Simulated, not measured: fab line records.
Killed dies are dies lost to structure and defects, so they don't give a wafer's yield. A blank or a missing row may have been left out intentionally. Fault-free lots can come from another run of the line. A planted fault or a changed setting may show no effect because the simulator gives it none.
fab line records	flow n5-finfet
[record] lots = 6	wafers = 18	last-day = 21
route steps=1938 shown BEOL_M9@1415
lots with no fault: from the same line, run without faults
start-h: hours from the record's opening day to when the first of the lot's shown wafers began	wait-h: how many hours have passed since the lot's step before this one	" unchanged from the row above	L1.1+2: a single row standing in for several wafers	- no value, or no start was given	* or withheld: withheld	< > ~ a bound
route shown NAME@n: NAME is a module with steps in the file, n the number in the route of the first one	usual: mean/standard deviation of fault-free wafers	same: alike in all rows	chamber/n: place in a boat	sites: per-site readings	_std_site: how widely they spread, as a standard deviation	_edge_site: outer sites' mean less inner sites'	radius-mm: how far each site lies from the wafer's centre	mask NAME#n: copy n	behind: tool/chamber where the wafer was last shaped	hold: what put the lot on hold/how long, in hours/how the hold closed	device: the transistor (n, p or np) that didn't switch	end of line: the route-end tests of the same wafers	step lacking rows: just its recipe	killed: dies lost to structure and defects at the first sort, not the wafer's yield	map: a wafer's dies, x killed, . not, _ none there
set.NAME: the setting as run; set.NAME@STEP: as run at that earlier step	model.NAME: the simulator's own value behind a step, which no gauge read
lots seen at some steps along the route; tables by step, rows by wafer
services: a tool's chamber out of use, with start hour (start-h, from the record's first day; less than 0 if before it), hours out, and reason
[[steps]]
[step N5_BEOL_M9_OVL_MEAS_12]
[recipe] points-per-wafer = 44
[usual] M9_OVL = -0.5/0.76
lot.wafer	tool	chamber	start-h	wait-h	M9_OVL[nm]
L759.1	overlay-01	0	312.72	0.0	-0.7
L759.3	"	0	"	"	-0.3
L759.4	"	0	"	"	-2.5
L766.3	overlay-01	0	347.63	0.0	-0.6
L766.4	"	0	"	"	-0.4
L766.6	"	0	"	"	-1.9
L771.2	overlay-01	0	395.22	0.0	0.0
L771.3	"	0	"	"	1.0
L771.4	"	0	"	"	0.9
L773.1	overlay-02	0	399.58	0.0	-1.0
L773.4	"	0	"	"	-1.0
L773.5	"	0	"	"	-0.8
L778.2	overlay-02	0	430.45	0.0	0.1
L778.4	"	0	"	"	-0.7
L778.5	"	0	"	"	0.1
L779.2	overlay-01	0	432.75	0.0	0.0
L779.3	"	0	"	"	-0.2
L779.4	"	0	"	"	1.7
[step N5_BEOL_M9_INSPECT_13]
[recipe] mode = adi	inspect-instrument = brightfield
[usual] raw-defect-count = 400/99
lot.wafer	tool	chamber	start-h	wait-h	raw-defect-count
L759.1	defect-inspect-01	-	312.75	0.0	250
L759.3	"	-	"	"	339
L759.4	"	-	"	"	472
L766.3	defect-inspect-02	-	347.66	0.0	409
L766.4	"	-	"	"	248
L766.6	"	-	"	"	466
L771.2	defect-inspect-02	-	395.25	0.0	490
L771.3	"	-	"	"	502
L771.4	"	-	"	"	413
L773.1	defect-inspect-01	-	399.60	0.0	376
L773.4	"	-	"	"	360
L773.5	"	-	"	"	306
L778.2	defect-inspect-02	-	430.48	0.0	342
L778.4	"	-	"	"	519
L778.5	"	-	"	"	340
L779.2	defect-inspect-02	-	432.77	0.0	392
L779.3	"	-	"	"	515
L779.4	"	-	"	"	433
[step N5_BEOL_M9_DESCUM_16]
[recipe] chemistry = O2	time-s = 7.9	source-power-w = 50	bias-power-w = 20	pressure-mtorr = 20	rf-frequency-hz = 2.712e+07	temp-c = 40	resist = CAR-ArF	o2-flow-sccm = 225
[usual] bias-power-w = 20.00/0.06	drypump-motor-current-A = 5.6/0.4	oes-product-au = 0.78/0.084	rf-vpp-V = 243.2/1.5	showerhead-plenum-p-Torr = 2.09/0.082	throttle-valve-pct = 20.4/0.34
lot.wafer	tool	chamber	start-h	wait-h	bias-power-w	drypump-motor-current-A	oes-product-au	rf-hours-counter-h	rf-vpp-V	showerhead-plenum-p-Torr	throttle-valve-pct
L759.1	rie-diel-02	3	312.78	0.0	19.96	5.4	0.79	77	246.3	2.22	20.2
L759.3	"	1	"	"	20.01	4.8	0.75	187	244.7	2.11	20.9
L759.4	"	2	"	"	19.98	5.9	0.68	225	241.8	1.98	20.7
L766.3	rie-diel-06	1	347.90	0.2	19.86	5.7	0.73	186	240.5	2.01	21.0
L766.4	"	3	"	"	19.91	5.4	0.86	-	244.4	2.19	20.5
L766.6	"	1	"	"	20.01	5.7	0.73	-	242.1	2.01	21.0
L771.2	rie-diel-02	0	396.11	0.9	19.99	5.8	0.77	143	242.9	1.99	20.4
L771.3	"	1	"	"	20.02	4.8	0.73	209	243.5	2.10	21.0
L771.4	"	3	"	"	19.99	5.4	0.76	-	243.9	2.21	20.2
L773.1	rie-diel-03	2	399.64	0.0	20.08	6.0	0.96	4	245.3	2.23	19.8
L773.4	"	3	"	"	19.97	6.5	0.70	199	244.2	2.09	20.5
L773.5	"	1	"	"	20.11	5.9	0.90	-	244.5	2.13	20.0
L778.2	rie-diel-06	0	430.51	0.0	19.98	5.7	0.85	82	242.5	2.05	20.2
L778.4	"	1	"	"	20.05	5.6	0.71	211	242.8	2.00	21.0
L778.5	"	0	"	"	20.02	5.7	0.85	-	244.7	2.05	20.2
L779.2	rie-diel-02	3	432.80	0.0	19.99	5.4	0.75	124	244.7	2.20	20.3
L779.3	"	0	"	"	20.03	5.8	0.75	156	242.6	1.99	20.4
L779.4	"	2	"	"	20.02	5.8	0.94	11	245.5	2.23	20.5
[step N5_BEOL_M9_ETCH_61]
[recipe] chemistry = CF4	target = SiARC	target-depth-a = 390	mask-material = CAR-ArF	time-s = 65	ion-energy-ev = 80	pressure-mtorr = 40	source-w = 545	bias-w = 36	Ar_flow_sccm = 100	cf4-flow-sccm = 100	ends = cleared
[step N5_BEOL_M9_ETCH_62]
[recipe] chemistry = N2/H2	target = SOC	target-depth-a = 1100	overetch-a = 220	mask-material = SiARC	temp-c = 40	time-s = 165	ion-energy-ev = 200	pressure-mtorr = 30	source-w = 840	bias-w = 150	n2-flow-sccm = 200	h2-flow-sccm = 200
[usual] drypump-motor-current-A = 5.6/0.4	oes-product-au = 0.67/0.067	rf-vpp-V = 523.7/3	showerhead-plenum-p-Torr = 2.53/0.11	throttle-valve-pct = 17.8/0.31
lot.wafer	tool	chamber	start-h	wait-h	drypump-motor-current-A	oes-product-au	rf-hours-counter-h	rf-vpp-V	showerhead-plenum-p-Torr	throttle-valve-pct
L759.1	rie-diel-02	3	312.87	0.0	5.4	0.68	78	526.4	2.68	17.6
L759.3	"	1	"	"	4.9	0.63	187	523.3	2.52	18.1
L759.4	"	2	"	"	5.8	0.58	225	519.6	2.42	18.2
L766.3	rie-diel-06	1	347.98	0.0	5.6	0.63	186	519.4	2.40	18.1
L766.4	"	3	"	"	5.4	0.75	-	528.9	2.71	18.2
L766.6	"	1	"	"	5.7	0.63	-	520.5	2.40	18.1
L771.2	rie-diel-02	0	396.19	0.0	5.8	0.64	143	520.5	2.42	17.8
L771.3	"	1	"	"	4.8	0.61	209	521.8	2.51	18.2
L771.4	"	3	"	"	5.4	0.65	-	526.1	2.66	17.6
L773.1	rie-diel-03	2	399.72	0.0	6.0	0.80	4	529.0	2.72	17.2
L773.4	"	3	"	"	6.5	0.60	199	524.0	2.51	17.7
L773.5	"	1	"	"	5.9	0.76	-	526.0	2.59	17.5
L778.2	rie-diel-06	0	430.60	0.0	5.7	0.70	82	522.6	2.46	17.4
L778.4	"	1	"	"	5.6	0.61	211	521.8	2.39	18.2
L778.5	"	0	"	"	5.7	0.71	-	521.0	2.46	17.4
L779.2	rie-diel-02	3	432.89	0.0	5.4	0.65	124	528.1	2.65	17.6
L779.3	"	0	"	"	5.8	0.63	157	520.2	2.41	17.8
L779.4	"	2	"	"	5.8	0.80	11	529.1	2.73	17.9
[step N5_BEOL_M9_STRIP_68]
[recipe] chemistry = N2/H2	temp-c = 40	n2-flow-sccm = 200	h2-flow-sccm = 200	rf-frequency-hz = 6e+07
[step N5_BEOL_M9_STRIP_67]
[recipe] chemistry = CF4	resist = SiARC	power-w = 300	bias-power-w = 75	pressure-mtorr = 50	cf4-flow-sccm = 150	rf-frequency-hz = 6e+07
[usual] bias-power-w = 75.02/0.23	drypump-motor-current-A = 5.6/0.4	oes-product-au = 0.79/0.08	rf-vpp-V = 271.1/1.6	showerhead-plenum-p-Torr = 1.80/0.067	throttle-valve-pct = 13.6/0.32
lot.wafer	tool	chamber	start-h	wait-h	bias-power-w	drypump-motor-current-A	oes-product-au	rf-hours-counter-h	rf-vpp-V	showerhead-plenum-p-Torr	throttle-valve-pct
L759.1	rie-diel-02	3	313.01	0.0	74.93	5.4	0.81	78	272.2	1.89	13.3
L759.3	"	1	"	"	74.99	4.8	0.74	187	270.1	1.80	13.9
L759.4	"	2	"	"	74.91	5.8	0.69	225	270.2	1.71	14.1
L766.3	rie-diel-06	1	348.13	0.0	74.86	5.6	0.74	186	269.0	1.71	14.0
L766.4	"	3	"	"	74.90	5.4	0.88	-	272.6	1.91	13.7
L766.6	"	1	"	"	74.82	5.7	0.74	-	269.3	1.71	14.1
L771.2	rie-diel-02	0	396.34	0.0	75.41	5.8	0.76	143	269.7	1.74	13.7
L771.3	"	1	"	"	74.92	4.8	0.71	209	269.6	1.79	14.0
L771.4	"	3	"	"	74.92	5.4	0.78	-	273.5	1.88	13.4
L773.1	rie-diel-03	2	399.87	0.0	74.84	5.9	0.96	4	272.5	1.90	12.9
L773.4	"	3	"	"	75.37	6.5	0.71	199	270.2	1.79	13.8
L773.5	"	1	"	"	74.47	5.9	0.90	-	272.7	1.81	13.2
L778.2	rie-diel-06	0	430.74	0.0	74.41	5.7	0.84	82	269.8	1.76	13.3
L778.4	"	1	"	"	75.23	5.6	0.72	211	268.6	1.71	14.1
L778.5	"	0	"	"	75.23	5.7	0.84	-	270.2	1.76	13.3
L779.2	rie-diel-02	3	433.03	0.0	75.40	5.4	0.76	124	273.2	1.88	13.4
L779.3	"	0	"	"	75.01	5.8	0.74	157	270.4	1.73	13.7
L779.4	"	2	"	"	74.89	5.8	0.95	11	273.2	1.91	13.6
[step N5_BEOL_M9_HM_OPEN_17]
[recipe] chemistry = Cl2/BCl3	target-depth-a = 200	overetch-a = 60	target = TiN	mask-material = SOC	ion-energy-ev = 150	pressure-mtorr = 10	icp-w = 1000	bias-w = 126	Cl2_flow_sccm = 53.25	bcl3-flow-sccm = 21.75	Ar_flow_sccm = 25
[usual] drypump-motor-current-A = 6.1/0.42	oes-product-au = 0.65/0.066	throttle-valve-pct = 21.9/0.32
lot.wafer	tool	chamber	start-h	wait-h	drypump-motor-current-A	oes-product-au	rf-hours-counter-h	throttle-valve-pct
L759.1	rie-metal-01	1	313.05	0.0	6.3	0.58	92	22.1
L759.3	"	1	"	"	6.3	0.59	-	22.1
L759.4	"	0	"	"	6.4	0.66	-	21.5
L766.3	rie-metal-03	1	348.20	0.1	6.5	0.78	-	21.7
L766.4	"	0	"	"	5.7	0.66	-	22.1
L766.6	"	1	"	"	6.5	0.78	-	21.7
L771.2	rie-metal-02	1	396.38	0.0	5.5	0.79	3	22.6
L771.3	"	0	"	"	5.4	0.62	-	22.1
L771.4	"	1	"	"	5.4	0.78	-	22.6
L773.1	rie-metal-03	0	399.91	0.0	5.7	0.64	48	22.1
L773.4	"	1	"	"	6.5	0.76	-	21.7
L773.5	"	0	"	"	5.7	0.65	-	22.1
L778.2	rie-metal-01	0	430.81	0.1	6.4	0.63	-	21.5
L778.4	"	0	"	"	6.4	0.63	-	21.5
L778.5	"	0	"	"	6.4	0.63	-	21.5
L779.2	rie-metal-03	0	433.08	0.0	5.7	0.65	50	22.1
L779.3	"	0	"	"	5.7	0.65	-	22.1
L779.4	"	1	"	"	6.5	0.74	-	21.7
[step N5_BEOL_M9_STRIP_19]
[recipe] chemistry = O2	power-w = 400	temp-c = 40	pressure-mtorr = 30	rf-frequency-hz = 6e+07	bias-power-w = 0	overash-fraction = 0.2	o2-flow-sccm = 225
[usual] drypump-motor-current-A = 5.7/0.36	oes-product-au = 0.79/0.094	rf-vpp-V = 3.7/0.61	showerhead-plenum-p-Torr = 2.09/0.084	throttle-valve-pct = 16.6/0.33
[same] bias-power-w = 0
lot.wafer	tool	chamber	start-h	wait-h	drypump-motor-current-A	oes-product-au	rf-hours-counter-h	rf-vpp-V	showerhead-plenum-p-Torr	throttle-valve-pct
L759.1	rie-diel-03	2	313.31	0.2	5.9	0.68	234	3.1	1.98	16.5
L759.3	"	0	"	"	5.2	0.88	29	2.9	2.04	16.6
L759.4	"	3	"	"	6.5	0.71	169	4.3	2.10	16.7
L766.3	rie-diel-03	2	348.41	0.2	6.0	0.66	246	2.7	1.97	16.5
L766.4	"	0	"	"	5.2	0.86	41	3.4	2.03	16.6
L766.6	"	3	"	"	6.4	0.71	-	3.9	2.10	16.7
L771.2	rie-diel-03	2	396.56	0.1	6.0	0.95	4	2.9	2.24	16.0
L771.3	"	0	"	"	5.2	0.84	58	4.1	2.03	16.6
L771.4	"	3	"	"	6.4	0.69	198	3.9	2.09	16.8
L773.1	rie-diel-06	2	400.12	0.2	5.8	0.67	234	4.7	2.13	16.3
L773.4	"	1	"	"	5.6	0.72	203	3.4	2.00	17.3
L773.5	"	2	"	"	5.8	0.67	-	3.1	2.13	16.3
L778.2	rie-diel-06	0	430.98	0.1	5.7	0.85	82	4.1	2.05	16.4
L778.4	"	2	"	"	5.8	0.67	243	3.8	2.13	16.3
L778.5	"	3	"	"	5.4	0.84	-	3.2	2.19	16.8
L779.2	rie-diel-02	3	433.19	0.1	5.4	0.74	124	3.9	2.21	16.5
L779.3	"	1	"	"	4.8	0.71	222	2.6	2.10	17.2
L779.4	"	0	"	"	5.8	0.74	157	3.0	1.99	16.7
[step N5_BEOL_M9_CD_MEAS_18]
[recipe] pitch-nm = 140	target-cd-nm = 70
[usual] cd-nm = 69.9/0.83
lot.wafer	tool	chamber	start-h	wait-h	cd-nm
L759.1	cd-sem-01	-	313.38	0.0	68.7
L759.3	"	-	"	"	69.6
L759.4	"	-	"	"	69.1
L766.3	cd-sem-03	-	348.48	0.1	69.5
L766.4	"	-	"	"	70.4
L766.6	"	-	"	"	71.1
L771.2	cd-sem-01	-	396.63	0.1	69.3
L771.3	"	-	"	"	70.5
L771.4	"	-	"	"	70.9
L773.1	cd-sem-01	-	400.19	0.0	69.5
L773.4	"	-	"	"	70.5
L773.5	"	-	"	"	70.7
L778.2	cd-sem-02	-	431.05	0.1	68.7
L778.4	"	-	"	"	70.0
L778.5	"	-	"	"	68.4
L779.2	cd-sem-03	-	433.26	0.1	70.4
L779.3	"	-	"	"	69.5
L779.4	"	-	"	"	68.7
[step N5_BEOL_M9_COAT_63]
[recipe] resist = SOC	temp-c = 250	time-s = 60	spin-rpm = 1500	resist-thk-nm = 60
[step N5_BEOL_M9_COAT_64]
[recipe] resist = SiARC	temp-c = 220	time-s = 60	spin-rpm = 1500	resist-thk-nm = 12
[step N5_BEOL_M9_COAT_75]
[recipe] resist = underlayer	temp-c = 205	time-s = 60	spin-rpm = 1500	resist-thk-nm = 5
[usual] spin-speed-rpm = 1499.9/1
lot.wafer	tool	chamber	start-h	wait-h	spin-speed-rpm
L759.1	litho-track-01	0	313.73	-	1500.7
L759.3	"	0	"	"	1499.4
L759.4	"	0	"	"	1499.3
L766.3	litho-track-04	0	349.31	-	1498.0
L766.4	"	0	"	"	1501.1
L766.6	"	0	"	"	1501.8
L771.2	litho-track-01	0	396.68	-	1603.3
L771.3	"	0	"	"	1603.5
L771.4	"	0	"	"	1605.0
L773.1	litho-track-01	0	400.35	-	1603.8
L773.4	"	0	"	"	1604.7
L773.5	"	0	"	"	1604.1
L778.2	litho-track-04	0	431.12	-	1498.5
L778.4	"	0	"	"	1500.5
L778.5	"	0	"	"	1500.2
L779.2	litho-track-03	0	433.30	-	1499.7
L779.3	"	0	"	"	1497.9
L779.4	"	0	"	"	1499.4
[step N5_BEOL_M9_COAT_22]
[recipe] resist = CAR-EUV	spin-rpm = 1500	resist-thk-nm = 30
[step N5_BEOL_M9_EBR_24]
[recipe] solvent = PGMEA	ebr-width-mm = 1.5
[step N5_BEOL_M9_SOFTBAKE_23]
[recipe] temp-c = 110	time-s = 60	resist = CAR-EUV
[step N5_BEOL_M9_EXPOSE_25]
[recipe] mask-id = V8	na = 0.33	source-shape = annular	sigma-inner = 0.4	sigma-outer = 0.8	polarization = unpolarized	dose-mj = 37.25
[step N5_BEOL_M9_PEB_26]
[recipe] peb-temp-c = 100	peb-time-s = 60	resist = CAR-EUV
[step N5_BEOL_M9_DEVELOP_27]
[recipe] develop-time-s = 30	developer = TMAH	resist = CAR-EUV	rinse-liquid = surfactant-rinse	dry = air-spin	dev-temp-c = 23
[step N5_BEOL_M9_CD_MEAS_28]
[recipe] target-cd-nm = 70	landing-energy-ev = 500	detector = se-inlens	polarity = opening
[usual] cd-nm = 70.05/0.3
lot.wafer	tool	chamber	start-h	wait-h	cd-nm
L759.1	cd-sem-01	0	313.99	-	70.21
L759.3	"	0	"	"	70.29
L759.4	"	0	"	"	70.09
L766.3	cd-sem-02	0	349.73	-	69.98
L766.4	"	0	"	"	69.98
L766.6	"	0	"	"	70.06
L771.2	cd-sem-01	0	396.94	-	69.72
L771.3	"	0	"	"	69.92
L771.4	"	0	"	"	69.67
L773.1	cd-sem-02	0	400.73	-	70.44
L773.4	"	0	"	"	70.05
L773.5	"	0	"	"	70.35
L778.2	cd-sem-02	0	431.39	-	70.22
L778.4	"	0	"	"	69.78
L778.5	"	0	"	"	69.82
L779.2	cd-sem-03	0	433.68	-	70.09
L779.3	"	0	"	"	69.84
L779.4	"	0	"	"	69.91
[step N5_BEOL_M9_OVL_MEAS_29]
[recipe] points-per-wafer = 522
[usual] V8_OVL = -0.1/0.79
lot.wafer	tool	chamber	start-h	wait-h	V8_OVL[nm]
L759.1	overlay-02	0	314.02	0.0	1.5
L759.3	"	0	"	"	2.0
L759.4	"	0	"	"	1.0
L766.3	overlay-01	0	349.77	0.0	1.3
L766.4	"	0	"	"	-0.7
L766.6	"	0	"	"	-0.6
L771.2	overlay-02	0	396.97	0.0	0.5
L771.3	"	0	"	"	0.1
L771.4	"	0	"	"	-0.6
L773.1	overlay-02	0	400.76	0.0	-0.7
L773.4	"	0	"	"	-1.1
L773.5	"	0	"	"	-0.5
L778.2	overlay-02	0	431.42	0.0	-0.6
L778.4	"	0	"	"	-1.1
L778.5	"	0	"	"	-1.0
L779.2	overlay-02	0	433.72	0.0	0.0
L779.3	"	0	"	"	1.2
L779.4	"	0	"	"	0.0
[step N5_BEOL_M9_INSPECT_30]
[recipe] mode = adi	inspect-instrument = brightfield
[usual] raw-defect-count = 400/100
lot.wafer	tool	chamber	start-h	wait-h	raw-defect-count
L759.1	defect-inspect-01	-	314.08	0.1	245
L759.3	"	-	"	"	332
L759.4	"	-	"	"	479
L766.3	defect-inspect-01	-	349.82	0.0	456
L766.4	"	-	"	"	303
L766.6	"	-	"	"	504
L771.2	defect-inspect-02	-	397.03	0.0	519
L771.3	"	-	"	"	492
L771.4	"	-	"	"	415
L773.1	defect-inspect-02	-	400.82	0.1	338
L773.4	"	-	"	"	336
L773.5	"	-	"	"	287
L778.2	defect-inspect-02	-	431.47	0.0	356
L778.4	"	-	"	"	458
L778.5	"	-	"	"	341
L779.2	defect-inspect-01	-	433.77	0.0	441
L779.3	"	-	"	"	550
L779.4	"	-	"	"	454
[step N5_BEOL_M9_DESCUM_33]
[recipe] chemistry = O2	time-s = 7	source-power-w = 50	bias-power-w = 20	pressure-mtorr = 20	rf-frequency-hz = 2.712e+07	temp-c = 40	resist = CAR-EUV	o2-flow-sccm = 225
[step N5_BEOL_M9_ETCH_76]
[recipe] chemistry = N2/H2	target = underlayer	target-depth-a = 65	mask-material = CAR-EUV	time-s = 5.2	ion-energy-ev = 200	pressure-mtorr = 30	source-w = 840	bias-w = 150	n2-flow-sccm = 200	h2-flow-sccm = 200	ends = cleared
[usual] drypump-motor-current-A = 5.6/0.38	etch-rf-on-time-s = 5.17/0.14	oes-product-au = 0.67/0.074	rf-vpp-V = 524/3.3	showerhead-plenum-p-Torr = 2.54/0.11	throttle-valve-pct = 17.80/0.3
lot.wafer	tool	chamber	start-h	wait-h	drypump-motor-current-A	etch-rf-on-time-s	oes-product-au	rf-hours-counter-h	rf-vpp-V	showerhead-plenum-p-Torr	throttle-valve-pct	model.etch.depth-nm
L759.1	rie-diel-02	1	314.15	0.0	4.8	4.99	0.64	188	523	2.52	18.17	4.993
L759.3	"	3	"	"	5.4	5.15	0.69	78	529	2.67	17.58	4.994
L759.4	"	2	"	"	5.8	5.35	0.58	225	521	2.42	18.28	5.017
L766.3	rie-diel-03	3	350.11	0.0	6.5	5.35	0.61	182	523	2.52	17.75	4.99
L766.4	"	0	"	"	5.2	4.99	0.73	42	522	2.47	17.73	4.991
L766.6	"	2	"	"	6.0	5.15	0.57	-	519	2.40	17.72	4.991
L771.2	rie-diel-06	1	397.42	0.0	5.6	5.02	0.62	202	520	2.39	18.19	4.808
L771.3	"	2	"	"	5.8	5.18	0.57	233	525	2.61	17.56	4.818
L771.4	"	0	"	"	5.7	5.01	0.71	74	522	2.46	17.40	4.838
L773.1	rie-diel-06	0	400.89	0.0	5.7	4.95	0.73	75	521	2.46	17.39	4.826
L773.4	"	2	"	"	5.8	5.10	0.58	235	526	2.61	17.57	4.826
L773.5	"	0	"	"	5.7	4.97	0.73	-	522	2.46	17.36	4.821
L778.2	rie-diel-03	3	431.64	0.0	6.5	5.39	0.59	209	523	2.51	17.77	5.01
L778.4	"	1	"	"	6.0	5.07	0.77	43	524	2.59	17.54	5.014
L778.5	"	3	"	"	6.5	5.42	0.58	-	524	2.51	17.78	5.029
L779.2	rie-diel-02	0	433.95	0.0	5.8	5.06	0.65	157	520	2.41	17.81	5.019
L779.3	"	3	"	"	5.4	5.24	0.65	124	526	2.65	17.67	5.017
L779.4	"	2	"	"	5.9	5.47	0.78	11	528	2.73	17.94	5.028
[step N5_BEOL_M9_ETCH_65]
[recipe] chemistry = CF4	target = SiARC	target-depth-a = 156	mask-material = CAR-EUV	time-s = 26	ion-energy-ev = 80	pressure-mtorr = 40	source-w = 545	bias-w = 36	Ar_flow_sccm = 100	cf4-flow-sccm = 100	ends = cleared
[[services]]
tool	chamber	start-h	hours	kind
litho-track-01	-	305.99	-	consumable-replace:filter
rie-metal-03	-	319.65	10.0	pm
rie-metal-03	0	331.83	12.2	repair
rie-metal-02	1	336.31	18.0	repair
rie-diel-06	2	340.34	7.7	repair
rie-metal-02	1	354.36	-	clean
rie-metal-02	1	354.36	24.6	scheduled-down
rie-diel-02	1	357.58	23.7	repair
rie-diel-02	-	358.10	0.8	repair
rie-diel-03	2	363.34	-	clean
rie-diel-03	2	363.34	-	consumable-replace:focus-ring
rie-diel-03	2	363.34	-	consumable-replace:showerhead
rie-diel-03	2	363.34	22.2	scheduled-down
rie-diel-03	2	363.34	22.2	vent-cycle
rie-metal-01	-	373.24	0.2	repair
rie-metal-03	-	375.18	14.6	pm
rie-diel-02	2	383.25	-	clean
rie-diel-02	2	383.25	-	consumable-replace:focus-ring
rie-diel-02	2	383.25	-	consumable-replace:showerhead
rie-diel-02	2	383.25	17.0	scheduled-down
rie-diel-02	2	383.25	17.0	vent-cycle
rie-metal-01	1	412.03	-	clean
rie-metal-01	1	412.03	22.8	scheduled-down
rie-metal-01	1	412.03	22.8	vent-cycle
[[key]]
[first-sign] step = N5_BEOL_M9_COAT_75	reading = spin-speed-rpm	direction = up	sigmas = 99+	usual = *	struck = *
effect none on later readings
[model-effect] step = N5_BEOL_M9_ETCH_76	value = etch.depth-nm	without = 4.987	struck = 4.823
met-at N5_BEOL_M9_COAT_75
struck-wafers L771.2,L771.3,L771.4,L773.1,L773.4,L773.5
[baseline-loss] step = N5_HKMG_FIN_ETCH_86	wafers = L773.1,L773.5
onset-between 313.73 396.68
[fault] kind = process-parameter-drift	tool = litho-track-01	chamber = -	onset-h = 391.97	steps = N5_BEOL_M9_COAT_75	channel = spin-rpm	offset = *	shape = step	end-h = 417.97	acts-in = *	stated = *
// baseline-loss: these wafers lose ten dies or more at that step, a loss of the line's own and not of a fault; the sort's usual values leave them out
